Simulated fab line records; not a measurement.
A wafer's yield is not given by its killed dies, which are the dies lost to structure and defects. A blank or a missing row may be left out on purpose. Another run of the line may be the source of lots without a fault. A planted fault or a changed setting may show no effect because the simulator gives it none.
Matching of chambers ; flow nandHarc ; cmp-04 running NHARC_P_CONTACT_CMP_01: 4 sister chambers
The step polishes SiO2, target thk 200 nm. 4 wafers are shown with their chamber, then 10 later ones without.

## WAFERS, EACH WITH ITS CHAMBER
wafer;chamber;motorCurrentA (A)
L084.6;3;14.2
L088.5;1;13.3
L093.1;0;11.6
L093.2;2;13.6

## WAFERS MISSING THEIR CHAMBER
wafer;motorCurrentA (A)
L093.4;13.0
L094.1;12.8
L094.2;13.2
L094.5;11.7
L095.3;13.2
L095.4;13.7
L095.6;13.2
L096.1;13.3
L096.2;13.0
L096.6;12.9

## EACH ONE'S CHAMBER
wafer;from the rows above;in truth
L093.4;can't be placed: 1 or 2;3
L094.1;can't be placed: 1 or 2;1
L094.2;can't be placed: 1 or 2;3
L094.5;0;0
L095.3;can't be placed: 1 or 2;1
L095.4;can't be placed: 2 or 1 or 3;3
L095.6;can't be placed: 1 or 2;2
L096.1;can't be placed: 1 or 2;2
L096.2;can't be placed: 1 or 2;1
L096.6;can't be placed: 1 or 2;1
Placed correctly: 1 of 10. Not placeable from these rows: 9 (in 7, the candidates include the true chamber). Wrongly placed: 0.
How it was worked out, from the rows above alone: a wafer's distance from a chamber is the root of the sum, over the readings, of the square of ((its reading less the chamber's mean) divided by the reading's scatter). The wafer belongs to the nearest chamber; if the next one is less than 2 further off, it can't be placed. Each chamber's mean is taken over the wafers shown for it. The scatter: with one shown wafer a chamber, the root of the mean of the squares of how far each hidden wafer lies from its nearest shown one.
